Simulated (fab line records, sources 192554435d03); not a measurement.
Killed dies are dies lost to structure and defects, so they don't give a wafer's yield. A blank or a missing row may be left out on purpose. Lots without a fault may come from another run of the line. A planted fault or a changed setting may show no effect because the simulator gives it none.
Chamber matching | flow n5_finfet | N5_MOL_CONTACT_COAG_CMP_28 on cmp-03: 4 sister chambers
The step polishes, stops on SiNx, t overpolish 0.85 s, target thk 14.522 nm. 4 wafers are shown with their chamber, then 8 later ones without.

WAFERS WITH THEIR CHAMBER
wafer  | chamber | motor_current_A (A)
L087.2 | 3       | 12.2
L094.2 | 1       | 12.0
L094.3 | 0       | 12.0
L095.2 | 2       | 10.6

WAFERS WITHOUT THEIR CHAMBER
wafer  | motor_current_A (A)
L095.3 | 12.5
L095.5 | 10.5
L096.2 | 11.6
L096.3 | 11.9
L096.4 | 12.4
L097.1 | 10.5
L097.2 | 11.3
L097.4 | 11.8

WHICH CHAMBER EACH WENT THROUGH
wafer  | from the rows above               | in truth
L095.3 | can't be placed: 3 or 0 or 1      | 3
L095.5 | 2                                 | 2
L096.2 | can't be placed: 0 or 1 or 3 or 2 | 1
L096.3 | can't be placed: 0 or 1 or 3      | 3
L096.4 | can't be placed: 3 or 0 or 1      | 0
L097.1 | 2                                 | 2
L097.2 | can't be placed: 0 or 1 or 2 or 3 | 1
L097.4 | can't be placed: 0 or 1 or 3      | 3
Placed correctly: 2 of 8. Can't be placed from these rows: 6 (the true chamber is among the candidates in 6). Placed wrongly: 0.
How it was worked out, from the rows above alone: a wafer's distance from a chamber is the root of the sum, over the readings, of the square of ((its reading less the chamber's mean) divided by the reading's scatter). The wafer belongs to the nearest chamber; if the next one is less than 2 further off, it can't be placed. A chamber's mean is the mean of its shown wafers. The scatter: with one shown wafer a chamber, the root of the mean of the squares of how far each hidden wafer lies from its nearest shown one.
